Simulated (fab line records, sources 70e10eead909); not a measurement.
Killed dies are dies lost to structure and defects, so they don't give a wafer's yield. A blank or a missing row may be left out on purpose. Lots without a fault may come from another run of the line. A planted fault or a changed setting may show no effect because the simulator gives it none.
Chamber matching | flow nand_harc | NHARC_A_CHANNEL_FILL_D1_ALD_02 on ald_hk-02: 4 sister chambers
The step deposits SiO2, target thk 6 nm, pulse time 10 s, ald cycles 60. 8 wafers are shown with their chamber, then 9 later ones without.

WAFERS WITH THEIR CHAMBER
wafer  | chamber | heater_power_w (W) | precursor_pulse_height_rel
L076.6 | 0       | 561                | 1.013
L084.6 | 3       | 412                | 1.002
L087.1 | 2       | 500                | 0.953
L087.2 | 3       | 401                | 1.014
L087.4 | 1       | 458                | 1.001
L090.1 | 0       | 558                | 0.987
L090.3 | 2       | 517                | 1.004
L090.4 | 1       | 468                | 1.005

WAFERS WITHOUT THEIR CHAMBER
wafer  | heater_power_w (W) | precursor_pulse_height_rel
L094.1 | 463                | 1.020
L094.2 | 484                | 0.991
L094.3 | 407                | 0.960
L094.4 | 528                | 0.987
L094.5 | 457                | 0.964
L094.6 | 538                | 0.995
L096.1 | 468                | 0.967
L096.3 | 405                | 0.977
L096.4 | 535                | 0.999

WHICH CHAMBER EACH WENT THROUGH
wafer  | from the rows above     | in truth
L094.1 | 1                       | 1
L094.2 | can't be placed: 1 or 2 | 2
L094.3 | 3                       | 3
L094.4 | can't be placed: 2 or 0 | 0
L094.5 | 1                       | 1
L094.6 | can't be placed: 0 or 2 | 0
L096.1 | 1                       | 1
L096.3 | 3                       | 3
L096.4 | can't be placed: 0 or 2 | 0
Placed correctly: 5 of 9. Can't be placed from these rows: 4 (the true chamber is among the candidates in 4). Placed wrongly: 0.
How it was worked out, from the rows above alone: a wafer's distance from a chamber is the root of the sum, over the readings, of the square of ((its reading less the chamber's mean) divided by the reading's scatter). The wafer belongs to the nearest chamber; if the next one is less than 2 further off, it can't be placed. A chamber's mean is the mean of its shown wafers. The scatter: the root of (the sum of the squares of (reading less its chamber's mean) over the shown wafers, divided by (wafers less chambers)).
